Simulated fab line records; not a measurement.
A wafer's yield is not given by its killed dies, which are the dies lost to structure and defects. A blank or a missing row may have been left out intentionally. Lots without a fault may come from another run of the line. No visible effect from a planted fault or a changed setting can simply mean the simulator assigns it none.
fab line records    flow n5-finfet
[record] lots = 7  wafers = 39
route steps=1938 shown ZERO_LAYER@4 WELL_APT@24 FIN_SAQP@138 FIN_CUT@173 DUMMY_GATE@248 MOL_CONTACT_COAG@570
start-h: hours from the record's first day to the start of the lot's first wafer shown    wait-h: time in hours since the lot's previous step    " unchanged from the row above    L1.1+2: one row covering several wafers at once    - either no value or no given start    * or withheld: withheld    < > ~ a bound
route shown NAME@n: a module of which the file shows steps, and the number in the route of the first    usual: mean/standard deviation of fault-free wafers    same: alike in all rows    chamber/n: place in a boat    sites: each site's reading    _std_site: standard deviation of those values    _edge_site: inner sites' mean taken away from outer sites' mean    radius-mm: how far each site lies from the wafer's centre    mask NAME#n: copy n    behind: tool/chamber where the wafer was last shaped    hold: reason for holding the lot/hours on hold/outcome of the hold    device: transistor that didn't switch, given as n, p or np    end of line: tests of these same wafers at the route's end    a step with no rows: only its recipe    killed: count of dies lost to structure and defects at first sort (not the wafer's yield)    map: dies across one wafer; x = killed, . = not, _ = none there
set.NAME: the setting the step ran with; set.NAME@STEP: the setting that earlier step ran with    model.NAME: the simulator's own value behind a step, which no gauge read
one table per step and one row per wafer, for lots whose settings were changed on purpose
[[steps]]
[step N5_ZERO_LAYER_PECVD_02]
[recipe] material = SiO2  target-thk-a = 100  temp-c = 400  precursor = SiH4/N2O  pressure-torr = 0.75  rf-w = 275  time-s = 6
lot.wafer  tool      chamber  start-h  wait-h  set.target-thk-a  model.SiO2_of_ZERO_LAYER_PECVD_02.thk-nm
L078.1     pecvd-01  2        36.28    0.0     100               9.988
L078.2     "         0        "        "       87.9              8.88
L078.3     "         0        "        "       87.9              9.05
L078.4     "         2        "        "       100               10.14
L078.5     "         0        "        "       87.9              9.097
L078.6     "         2        "        "       100               10.23
L079.1     pecvd-03  0        42.30    0.0     100               9.961
L079.2     "         1        "        "       100               9.792
L079.5     "         1        "        "       100               9.825
L080.1     pecvd-01  1        48.28    0.0     100               9.818
L080.2     "         2        "        "       100               9.892
L080.3     "         1        "        "       100               10.02
L080.4     "         2        "        "       100               9.904
L080.5     "         1        "        "       100               10.01
L080.6     "         2        "        "       100               9.983
L088.1     pecvd-04  1        96.28    0.0     100               9.68
L088.2     "         0        "        "       94.98             9.491
L088.3     "         2        "        "       94.98             9.42
L088.4     "         0        "        "       100               10.17
L088.5     "         1        "        "       94.98             9.556
L088.6     "         2        "        "       100               10.03
L092.1     pecvd-03  2        120.28   0.0     100               9.54
L092.2     "         0        "        "       100               9.923
L092.3     "         1        "        "       111.4             10.84
L092.4     "         1        "        "       111.4             11.01
L092.5     "         0        "        "       100               9.963
L092.6     "         2        "        "       111.4             10.9
L095.1     pecvd-04  1        138.28   0.0     88.39             8.569
L095.2     "         2        "        "       88.39             8.536
L095.3     "         2        "        "       100               9.651
L095.4     "         1        "        "       100               9.949
L095.5     "         1        "        "       88.39             8.706
L095.6     "         2        "        "       100               9.771
L096.1     pecvd-01  0        144.29   0.0     100               9.834
L096.2     "         1        "        "       113.1             11.09
L096.3     "         2        "        "       100               10.01
L096.4     "         0        "        "       100               10
L096.5     "         2        "        "       113.1             11.38
L096.6     "         1        "        "       113.1             11.48
[step N5_WELL_APT_EXPOSE_05]
[recipe] mask-id = NWELL  na = 0.8  source-shape = conventional  sigma-outer = 0.8  polarization = unpolarized  defocus-nm = 0  target-cd-nm = 200  dose-mj = 20.3
lot.wafer         tool            chamber  start-h  wait-h  mask     set.dose-mj
L078.1+2+4        krf-scanner-01  0        37.61    -       NWELL#0  19.61
L078.3+5+6        "               0        "        "       NWELL#0  20.3
L079.1+2+5        krf-scanner-01  0        43.88    -       NWELL#0  20.3
L080.1+2+6        krf-scanner-02  0        49.66    -       NWELL#0  19.39
L080.3+4+5        "               0        "        "       NWELL#0  20.3
L088.1+2+3+4+5+6  krf-scanner-02  0        97.51    -       NWELL#0  20.3
L092.1+2+4        krf-scanner-02  0        121.88   -       NWELL#0  20.3
L092.3+5+6        "               0        "        "       NWELL#0  18.73
L095.1+3+5        krf-scanner-01  0        139.66   -       NWELL#0  19.1
L095.2+4+6        "               0        "        "       NWELL#0  20.3
L096.1+2+3+4+5+6  krf-scanner-01  0        145.39   -       NWELL#0  20.3
[step N5_WELL_APT_PEB_06]
[recipe] peb-temp-c = 130  peb-time-s = 90
[step N5_WELL_APT_DEVELOP_07]
[recipe] develop-time-s = 45  rinse-liquid = surfactant-rinse  dry = air-spin  dev-temp-c = 21
[step N5_WELL_APT_HARDBAKE_12]
[recipe] temp-c = 130  time-s = 120
[step N5_WELL_APT_CD_MEAS_08]
[recipe] target-cd-nm = 200  landing-energy-ev = 500  detector = se-inlens
[usual] cd-nm = 200.1/1.6
lot.wafer  tool       chamber  start-h  wait-h  set.dose-mj@WELL_APT_EXPOSE_05  cd-nm
L078.1     cd-sem-02  0        37.79    -       19.61                           196.3
L078.2     "          0        "        "       19.61                           194.7
L078.3     "          0        "        "       20.3                            200.8
L078.4     "          0        "        "       19.61                           192.7
L078.5     "          0        "        "       20.3                            198.7
L078.6     "          0        "        "       20.3                            200.5
L079.1     cd-sem-01  0        44.06    -       20.3                            201.2
L079.2     "          0        "        "       20.3                            202.1
L079.5     "          0        "        "       20.3                            200.4
L080.1     cd-sem-01  0        49.83    -       19.39                           194.0
L080.2     "          0        "        "       19.39                           196.4
L080.3     "          0        "        "       20.3                            201.0
L080.4     "          0        "        "       20.3                            200.7
L080.5     "          0        "        "       20.3                            199.0
L080.6     "          0        "        "       19.39                           193.5
L088.1     cd-sem-02  0        97.68    -       20.3                            201.5
L088.2     "          0        "        "       20.3                            201.5
L088.3     "          0        "        "       20.3                            199.7
L088.4     "          0        "        "       20.3                            201.6
L088.5     "          0        "        "       20.3                            199.5
L088.6     "          0        "        "       20.3                            200.9
L092.1     cd-sem-02  0        122.05   -       20.3                            198.0
L092.2     "          0        "        "       20.3                            198.7
L092.3     "          0        "        "       18.73                           184.0
L092.4     "          0        "        "       20.3                            199.6
L092.5     "          0        "        "       18.73                           185.1
L092.6     "          0        "        "       18.73                           184.2
L095.1     cd-sem-02  0        139.83   -       19.1                            190.3
L095.2     "          0        "        "       20.3                            199.7
L095.3     "          0        "        "       19.1                            187.7
L095.4     "          0        "        "       20.3                            199.7
L095.5     "          0        "        "       19.1                            189.1
L095.6     "          0        "        "       20.3                            198.7
L096.1     cd-sem-03  0        145.56   -       20.3                            202.7
L096.2     "          0        "        "       20.3                            200.7
L096.3     "          0        "        "       20.3                            200.2
L096.4     "          0        "        "       20.3                            199.6
L096.5     "          0        "        "       20.3                            201.2
L096.6     "          0        "        "       20.3                            201.0
[step N5_WELL_APT_DESCUM_13]
[recipe] chemistry = O2  time-s = 7.9  source-power-w = 50  bias-power-w = 20  pressure-mtorr = 20  rf-frequency-hz = 2.712e+07  temp-c = 40  o2-flow-sccm = 225
lot.wafer  tool         chamber  start-h  wait-h  set.dose-mj@WELL_APT_EXPOSE_05  model.WELL_APT.cd-nm
L078.1     rie-diel-06  2        37.87    0.0     19.61                           196.3
L078.2     "            1        "        "       19.61                           194.7
L078.3     "            3        "        "       20.3                            200.3
L078.4     "            0        "        "       19.61                           193.3
L078.5     "            1        "        "       20.3                            198.9
L078.6     "            2        "        "       20.3                            200.7
L079.1     rie-diel-03  0        44.16    0.1     20.3                            200.9
L079.2     "            3        "        "       20.3                            202.2
L079.5     "            3        "        "       20.3                            200.7
L080.1     rie-diel-06  1        49.96    0.1     19.39                           193.9
L080.2     "            3        "        "       19.39                           196.1
L080.3     "            0        "        "       20.3                            201.2
L080.4     "            2        "        "       20.3                            200.7
L080.5     "            0        "        "       20.3                            199.2
L080.6     "            3        "        "       19.39                           193.6
L088.1+2   rie-diel-02  2,0      97.77    0.0     20.3                            201.6
L088.3     "            3        "        "       20.3                            199.8
L088.4     "            1        "        "       20.3                            201.9
L088.5     "            2        "        "       20.3                            199.4
L088.6     "            3        "        "       20.3                            200.7
L092.1     rie-diel-06  2        122.14   0.0     20.3                            197.8
L092.2     "            0        "        "       20.3                            199
L092.3     "            1        "        "       18.73                           184.4
L092.4     "            0        "        "       20.3                            199.7
L092.5     "            1        "        "       18.73                           185.3
L092.6     "            2        "        "       18.73                           184.3
L095.1     rie-diel-02  2        140.00   0.1     19.1                            190.3
L095.2     "            1        "        "       20.3                            199.6
L095.3     "            3        "        "       19.1                            187.8
L095.4     "            0        "        "       20.3                            199.7
L095.5     "            3        "        "       19.1                            189
L095.6     "            0        "        "       20.3                            198.5
L096.1     rie-diel-02  3        145.65   0.0     20.3                            202.6
L096.2     "            1        "        "       20.3                            200.7
L096.3     "            2        "        "       20.3                            200.5
L096.4     "            0        "        "       20.3                            199.4
L096.5     "            2        "        "       20.3                            201.1
L096.6     "            3        "        "       20.3                            201
[step N5_FIN_SAQP_SPACER2_ALD_28]
[recipe] material = SiO2  target-thk-a = 81  temp-c = 300  ald-precursor-family = BDEAS  ald-co-reactant = O2-plasma  pulse-time-s = 1  purge-time-s = 2  co-reactant-purge-time-s = 2  pressure-torr = 2
lot.wafer       tool        chamber    start-h  wait-h  set.target-thk-a  model.SiO2_of_FIN_SAQP_SPACER2_ALD_28.thk-nm
L078.1+6        ald-sin-01  1          49.00    0.1     81                8.2
L078.2          "           0          "        "       81                8
L078.3          "           3          "        "       72.76             7.4
L078.4+5        "           2          "        "       72.76             7.2
L079.1          ald-sin-01  1          56.57    0.1     81                8.2
L079.2+5        "           0,2        "        "       81                8
L080.1+6        ald-sin-02  1,3        61.10    0.1     81                8.2
L080.2+3+4+5    "           2,0,3,2    "        "       81                8
L088.1+3+5+6    ald-sin-04  1,3,2,1    108.84   0.3     81                8
L088.2+4        "           0,2        "        "       81                8.2
L092.1+3+4+5+6  ald-sin-04  0,3,1,2,3  132.60   0.1     81                8
L092.2          "           2          "        "       81                8.2
L095.1+4+5      ald-sin-01  2,1,1      151.07   0.1     81                8.2
L095.2+3+6      "           3,0,2      "        "       81                8
L096.1+6        ald-sin-04  1          156.58   0.1     69.36             7
L096.2+3+5      "           2,0,2      "        "       81                8
L096.4          "           3          "        "       69.36             6.8
[step N5_FIN_SAQP_SPACER2_ETCHBACK_29]
[recipe] chemistry = CHF3/O2  mode = anisotropic-etchback  target = SiO2  target-depth-a = 122  time-s = 6.1  pressure-mtorr = 30  source-w = 650  bias-w = 170  Ar_flow_sccm = 200  CHF3_flow_sccm = 50  O2_flow_sccm = 5  ion-energy-ev = 200
[step N5_FIN_SAQP_MANDREL2_REMOVE_60]
[recipe] chemistry = HBr/Cl2/O2  bt-time-s = 10  target = a-Si  stop-on = SiNx  endpoint = OES-SiCl  over-etch-frac = 1  icp-w = 600  bias-w = 22  HBr_flow_sccm = 150  Cl2_flow_sccm = 80  O2_flow_sccm = 5  pressure-mtorr = 10
lot.wafer       tool       chamber    start-h  wait-h  set.target-thk-a@FIN_SAQP_SPACER2_ALD_28  model.FIN_SAQP.cd-nm
L078.1+6        rie-si-04  1,2        49.42    0.1     81                                        8
L078.2          "          3          "        "       81                                        8.2
L078.3+4+5      "          2,0,3      "        "       72.76                                     7.2
L079.1+2+5      rie-si-04  2,0,1      56.98    0.1     81                                        8.2
L080.1+2+3+5+6  rie-si-06  3,0,1,1,0  61.69    0.1     81                                        8
L080.4          "          3          "        "       81                                        7.8
L088.1+2+3+4+5  rie-si-04  0,1,3,2,1  109.27   0.1     81                                        8.2
L088.6          "          2          "        "       81                                        8
L092.1+2+6      rie-si-04  1,3,3      133.01   0.1     81                                        8.2
L092.3+4+5      "          0,2,2      "        "       81                                        8
L095.1+2+4+5    rie-si-06  1,3,0,3    151.48   0.1     81                                        8.2
L095.3+6        "          2          "        "       81                                        8
L096.1+6        rie-si-06  2,3        156.99   0.1     69.36                                     7
L096.2+3+5      "          1,0,2      "        "       81                                        8.2
L096.4          "          3          "        "       69.36                                     6.8
[step N5_FIN_SAQP_HM_OPEN_33]
[recipe] chemistry = CH3F/O2  target = SiNx  mask-material = SiO2  target-depth-a = 494  time-s = 70.6  pressure-mtorr = 30  source-w = 395  bias-w = 73  Ar_flow_sccm = 150  CH3F_flow_sccm = 30  O2_flow_sccm = 20  ion-energy-ev = 120  ends = cleared
[step N5_FIN_SAQP_ETCH_34]
[recipe] chemistry = C4F6/O2  target = SiO2  target-depth-a = 450  time-s = 15  ion-energy-ev = 250  pressure-mtorr = 30  source-w = 345  bias-w = 185  Ar_flow_sccm = 300  C4F6_flow_sccm = 10  O2_flow_sccm = 10  ends = cleared
lot.wafer       tool         chamber    start-h  wait-h  set.target-thk-a@FIN_SAQP_SPACER2_ALD_28  model.FIN_SAQP.cd-nm
L078.1          rie-diel-03  2          49.65    0.0     81                                        8.2
L078.2+6        "            1          "        "       81                                        8
L078.3+5        "            0,2        "        "       72.76                                     7.2
L078.4          "            3          "        "       72.76                                     7
L079.1+2+5      rie-diel-06  3,2,0      57.21    0.0     81                                        8.2
L080.1+3+5      rie-diel-03  3,1,3      61.93    0.0     81                                        7.8
L080.2+4+6      "            0,2,2      "        "       81                                        8
L088.1+4        rie-diel-06  1,3        109.50   0.0     81                                        8.2
L088.2+5        "            0,3        "        "       81                                        8.4
L088.3+6        "            2,0        "        "       81                                        8
L092.1+2+3+6    rie-diel-03  0,1,2,1    133.31   0.0     81                                        8.2
L092.4          "            3          "        "       81                                        7.8
L092.5          "            2          "        "       81                                        8
L095.1          rie-diel-03  3          151.71   0.0     81                                        8.2
L095.2+3+4+5+6  "            2,0,1,3,0  "        "       81                                        8
L096.1          rie-diel-02  0          157.23   0.0     69.36                                     7.2
L096.2+3+5      "            2,1,1      "        "       81                                        8.2
L096.4+6        "            3,2        "        "       69.36                                     7
[step N5_FIN_SAQP_STRIP_77]
[recipe] chemistry = N2/H2  time-s = 90  power-w = 100  temp-c = 40  pressure-mtorr = 100  rf-frequency-hz = 6e+07  bias-power-w = 3  n2-flow-sccm = 300  h2-flow-sccm = 300
[step N5_FIN_SAQP_ETCH_64]
[recipe] chemistry = CF4  target = SiO2  target-depth-a = 15  ion-energy-ev = 350  pressure-mtorr = 10  icp-w = 800  bias-w = 400  cf4-flow-sccm = 80
[step N5_FIN_SAQP_FIN_ETCH_36]
[recipe] chemistry = HBr/Cl2/O2  target-depth-a = 1200  mask-material = SiNx  time-s = 50.4  bias-w = 102  pressure-mtorr = 10  icp-w = 800  HBr_flow_sccm = 150  Cl2_flow_sccm = 80  O2_flow_sccm = 12
lot.wafer     tool       chamber  start-h  wait-h  set.target-thk-a@FIN_SAQP_SPACER2_ALD_28  model.FIN_SAQP.cd-nm
L078.1        rie-si-05  1        49.87    0.0     81                                        8.2
L078.2+6      "          2,3      "        "       81                                        8
L078.3+4      "          3,0      "        "       72.76                                     7.2
L078.5        "          0        "        "       72.76                                     7.4
L079.1+2+5    rie-si-05  3,2,2    57.43    0.0     81                                        8.2
L080.1+3+4    rie-si-05  3,2,1    62.15    0.0     81                                        7.8
L080.2+5      "          0,3      "        "       81                                        8
L080.6        "          0        "        "       81                                        8.2
L088.1+5      rie-si-06  2,1      109.71   0.0     81                                        8.4
L088.2        "          3        "        "       81                                        8.6
L088.3        "          1        "        "       81                                        8
L088.4+6      "          0        "        "       81                                        8.2
L092.1+2+5+6  rie-si-06  0,1,3,0  133.53   0.0     81                                        8.2
L092.3        "          3        "        "       81                                        8.4
L092.4        "          2        "        "       81                                        7.8
L095.1+2+6    rie-si-05  2,0,0    151.92   0.0     81                                        8
L095.3        "          1        "        "       81                                        7.8
L095.4+5      "          3        "        "       81                                        8.2
L096.1        rie-si-05  0        157.45   0.0     69.36                                     7.2
L096.2        "          3        "        "       81                                        8.4
L096.3        "          2        "        "       81                                        8.2
L096.4        "          1        "        "       69.36                                     6.8
L096.5        "          1        "        "       81                                        8
L096.6        "          2        "        "       69.36                                     7
[step N5_FIN_CUT_CUT_ETCH_26]
[recipe] chemistry = CH3F/O2  target = SiNx  target-depth-a = 390  mask-material = SOC  time-s = 55.7  pressure-mtorr = 30  source-w = 395  bias-w = 73  Ar_flow_sccm = 150  CH3F_flow_sccm = 30  O2_flow_sccm = 20  ion-energy-ev = 120
[usual] rf-vpp-V = 296/5.6
lot.wafer  tool         chamber  start-h  wait-h  set.source-w  rf-vpp-V  model.etch.depth-nm
L078.1     rie-diel-01  2        51.10    0.0     331.9         316       36.36
L078.2     "            1        "        "       395           289       38.99
L078.3     "            3        "        "       395           295       39.06
L078.4     "            0        "        "       331.9         323       36.72
L078.5     "            2        "        "       331.9         317       36.56
L078.6     "            1        "        "       395           291       38.99
L079.1     rie-diel-05  1        58.58    0.0     395           295       39
L079.2     "            3        "        "       395           288       38.73
L079.5     "            2        "        "       395           306       38.94
L080.1     rie-diel-01  0        63.26    0.0     331           323       36.34
L080.2     "            2        "        "       395           291       39.14
L080.3     "            3        "        "       395           296       38.81
L080.4     "            1        "        "       395           290       38.93
L080.5     "            2        "        "       331           316       36.23
L080.6     "            3        "        "       331           321       36.37
L088.1     rie-diel-04  2        110.84   0.0     395           299       38.35
L088.2     "            1        "        "       395           301       39.81
L088.3     "            0        "        "       395           289       40.03
L088.4     "            3        "        "       395           295       38.8
L088.5     "            3        "        "       395           295       38.74
L088.6     "            0        "        "       395           289       39.79
L092.1     rie-diel-04  0        134.64   0.0     356.2         304       38.48
L092.2     "            1        "        "       395           299       39.5
L092.3     "            3        "        "       395           295       38.5
L092.4     "            3        "        "       395           297       38.47
L092.5     "            1        "        "       356.2         312       38.42
L092.6     "            0        "        "       356.2         304       38.31
L095.1     rie-diel-01  1        153.04   0.0     365.4         299       37.82
L095.2     "            3        "        "       395           296       38.42
L095.3     "            2        "        "       395           293       38.87
L095.4     "            2        "        "       395           292       38.82
L095.5     "            3        "        "       365.4         306       37.44
L095.6     "            1        "        "       365.4         300       37.59
L096.1     rie-diel-05  3        158.89   0.0     395           288       39.34
L096.2     "            1        "        "       395           294       39.07
L096.3     "            0        "        "       395           303       38.23
L096.4     "            2        "        "       395           308       39.43
L096.5     "            1        "        "       395           295       39.43
L096.6     "            0        "        "       395           302       38.1
[step N5_DUMMY_GATE_ETCH_44]
[recipe] chemistry = HBr/O2  over-etch-frac = 0.7  target-depth-a = 1275  stop-on = SiO2  ion-energy-ev = 60  bias-w = 20  target = poly-Si  mask-material = SiO2  pressure-mtorr = 20  icp-w = 400  HBr_flow_sccm = 120  O2_flow_sccm = 10
[usual] oes-product-au = 0.735/0.011
lot.wafer  tool       chamber  start-h  wait-h  set.target-depth-a  oes-product-au
L078.1     rie-si-03  0        70.33    0.0     1275                0.737
L078.2     "          1        "        "       1275                0.737
L078.3     "          2        "        "       1275                0.737
L078.4     "          2        "        "       1388                0.709
L078.5     "          1        "        "       1388                0.705
L078.6     "          0        "        "       1388                0.707
L079.1     rie-si-03  2        77.75    0.0     1275                0.732
L079.2     "          1        "        "       1275                0.730
L079.5     "          0        "        "       1275                0.734
L080.1     rie-si-03  1        82.81    0.0     1275                0.721
L080.2     "          2        "        "       1275                0.731
L080.3     "          0        "        "       1188                0.756
L080.4     "          0        "        "       1188                0.772
L080.5     "          2        "        "       1275                0.731
L080.6     "          1        "        "       1188                0.753
L088.1     rie-si-03  2        130.98   0.0     1429                0.694
L088.2     "          3        "        "       1275                0.744
L088.3     "          0        "        "       1429                0.698
L088.4     "          1        "        "       1275                0.727
L088.5     "          2        "        "       1275                0.739
L088.6     "          3        "        "       1429                0.698
L092.1     rie-si-01  2        153.55   0.0     1386                0.693
L092.2     "          0        "        "       1386                0.708
L092.3     "          1        "        "       1386                0.699
L092.4     "          1        "        "       1275                0.724
L092.5     "          2        "        "       1275                0.725
L092.6     "          0        "        "       1275                0.726
L095.1     rie-si-02  0        172.13   0.0     1275                0.739
L095.2     "          2        "        "       1197                0.761
L095.3     "          3        "        "       1197                0.751
L095.4     "          1        "        "       1275                0.714
L095.5     "          3        "        "       1197                0.756
L095.6     "          2        "        "       1275                0.733
L096.1     rie-si-02  1        177.74   0.0     1275                0.703
L096.2     "          2        "        "       1275                0.739
L096.3     "          3        "        "       1275                0.729
L096.4     "          0        "        "       1399                0.716
L096.5     "          0        "        "       1399                0.712
L096.6     "          3        "        "       1399                0.691
[step N5_MOL_CONTACT_COAG_EXPOSE_81]
[recipe] mask-id = VG  na = 0.33  source-shape = annular  sigma-inner = 0.3  sigma-outer = 0.7  polarization = unpolarized  defocus-nm = 0  dose-mj = 59.5
lot.wafer         tool            chamber  start-h  wait-h  mask  set.dose-mj
L078.1+4+6        euv-scanner-01  0        118.87   -       VG#0  59.5
L078.2+3+5        "               0        "        "       VG#0  55.99
L079.1+2+5        euv-scanner-01  0        124.26   -       VG#0  59.5
L080.1+2+6        euv-scanner-01  0        135.75   -       VG#0  59.5
L080.3+4+5        "               0        "        "       VG#0  57.25
L088.1+2+3        euv-scanner-02  0        182.96   -       VG#0  56.82
L088.4+5+6        "               0        "        "       VG#0  59.5
L092.1+4+6        euv-scanner-01  0        204.80   -       VG#0  57.6
L092.2+3+5        "               0        "        "       VG#0  59.5
L095.1+3+4        euv-scanner-02  0        222.61   -       VG#0  59.5
L095.2+5+6        "               0        "        "       VG#0  57.1
L096.1+2+3+4+5+6  euv-scanner-02  0        228.10   -       VG#0  59.5
[step N5_MOL_CONTACT_COAG_PEB_82]
[recipe] peb-temp-c = 100  peb-time-s = 60  resist = CAR-EUV
[step N5_MOL_CONTACT_COAG_DEVELOP_83]
[recipe] develop-time-s = 30  developer = TMAH  resist = CAR-EUV  rinse-liquid = surfactant-rinse  dry = air-spin  dev-temp-c = 23
[step N5_MOL_CONTACT_COAG_CD_MEAS_84]
[recipe] target-cd-nm = 25.1  landing-energy-ev = 500  detector = se-inlens  polarity = opening
[usual] cd-nm = 25.07/0.25
lot.wafer  tool       chamber  start-h  wait-h  set.dose-mj@MOL_CONTACT_COAG_EXPOSE_81  cd-nm
L078.1     cd-sem-01  0        119.01   -       59.5                                    24.57
L078.2     "          0        "        "       55.99                                   23.68
L078.3     "          0        "        "       55.99                                   23.75
L078.4     "          0        "        "       59.5                                    25.26
L078.5     "          0        "        "       55.99                                   23.75
L078.6     "          0        "        "       59.5                                    24.97
L079.1     cd-sem-01  0        124.41   -       59.5                                    25.21
L079.2     "          0        "        "       59.5                                    25.70
L079.5     "          0        "        "       59.5                                    25.40
L080.1     cd-sem-02  0        135.89   -       59.5                                    24.94
L080.2     "          0        "        "       59.5                                    24.94
L080.3     "          0        "        "       57.25                                   24.17
L080.4     "          0        "        "       57.25                                   24.45
L080.5     "          0        "        "       57.25                                   24.41
L080.6     "          0        "        "       59.5                                    24.61
L088.1     cd-sem-01  0        183.10   -       56.82                                   23.90
L088.2     "          0        "        "       56.82                                   24.23
L088.3     "          0        "        "       56.82                                   24.10
L088.4     "          0        "        "       59.5                                    24.99
L088.5     "          0        "        "       59.5                                    24.91
L088.6     "          0        "        "       59.5                                    25.15
L092.1     cd-sem-03  0        204.94   -       57.6                                    24.57
L092.2     "          0        "        "       59.5                                    25.42
L092.3     "          0        "        "       59.5                                    25.38
L092.4     "          0        "        "       57.6                                    24.32
L092.5     "          0        "        "       59.5                                    25.28
L092.6     "          0        "        "       57.6                                    24.12
L095.1     cd-sem-02  0        222.75   -       59.5                                    25.03
L095.2     "          0        "        "       57.1                                    24.50
L095.3     "          0        "        "       59.5                                    25.13
L095.4     "          0        "        "       59.5                                    25.14
L095.5     "          0        "        "       57.1                                    24.20
L095.6     "          0        "        "       57.1                                    24.09
L096.1     cd-sem-01  0        228.24   -       59.5                                    24.95
L096.2     "          0        "        "       59.5                                    25.12
L096.3     "          0        "        "       59.5                                    25.13
L096.4     "          0        "        "       59.5                                    25.09
L096.5     "          0        "        "       59.5                                    24.47
L096.6     "          0        "        "       59.5                                    25.05
[[key]]
[split] step = N5_ZERO_LAYER_PECVD_02  setting = target-thk-a  stated = 100  by = wafer
[response] step = N5_ZERO_LAYER_PECVD_02  reading = model.SiO2_of_ZERO_LAYER_PECVD_02.thk-nm  change = +0.099  per = 1%  r = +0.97
[split] step = N5_WELL_APT_EXPOSE_05  setting = dose-mj  stated = 20.3  by = wafer
[response] step = N5_WELL_APT_CD_MEAS_08  reading = cd-nm  change = +1.7  per = 1%  r = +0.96
[response] step = N5_WELL_APT_DESCUM_13  reading = model.WELL_APT.cd-nm  change = +1.69  per = 1%  r = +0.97
[split] step = N5_FIN_SAQP_SPACER2_ALD_28  setting = target-thk-a  stated = 81  by = wafer
[response] step = N5_FIN_SAQP_SPACER2_ALD_28  reading = model.SiO2_of_FIN_SAQP_SPACER2_ALD_28.thk-nm  change = +0.0779  per = 1%  r = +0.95
[response] step = N5_FIN_SAQP_MANDREL2_REMOVE_60  reading = model.FIN_SAQP.cd-nm  change = +0.0872  per = 1%  r = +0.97
[response] step = N5_FIN_SAQP_ETCH_34  reading = model.FIN_SAQP.cd-nm  change = +0.0832  per = 1%  r = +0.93
[response] step = N5_FIN_SAQP_FIN_ETCH_36  reading = model.FIN_SAQP.cd-nm  change = +0.0819  per = 1%  r = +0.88
[split] step = N5_FIN_CUT_CUT_ETCH_26  setting = source-w  stated = 395  by = wafer
[response] step = N5_FIN_CUT_CUT_ETCH_26  reading = rf-vpp-V  change = -1.56  per = 1%  r = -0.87
[response] step = N5_FIN_CUT_CUT_ETCH_26  reading = model.etch.depth-nm  change = +0.141  per = 1%  r = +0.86
[split] step = N5_DUMMY_GATE_ETCH_44  setting = target-depth-a  stated = 1275  by = wafer
[response] step = N5_DUMMY_GATE_ETCH_44  reading = oes-product-au  change = -0.00319  per = 1%  r = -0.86
[split] step = N5_MOL_CONTACT_COAG_EXPOSE_81  setting = dose-mj  stated = 59.5  by = wafer
[response] step = N5_MOL_CONTACT_COAG_CD_MEAS_84  reading = cd-nm  change = +0.207  per = 1%  r = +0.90
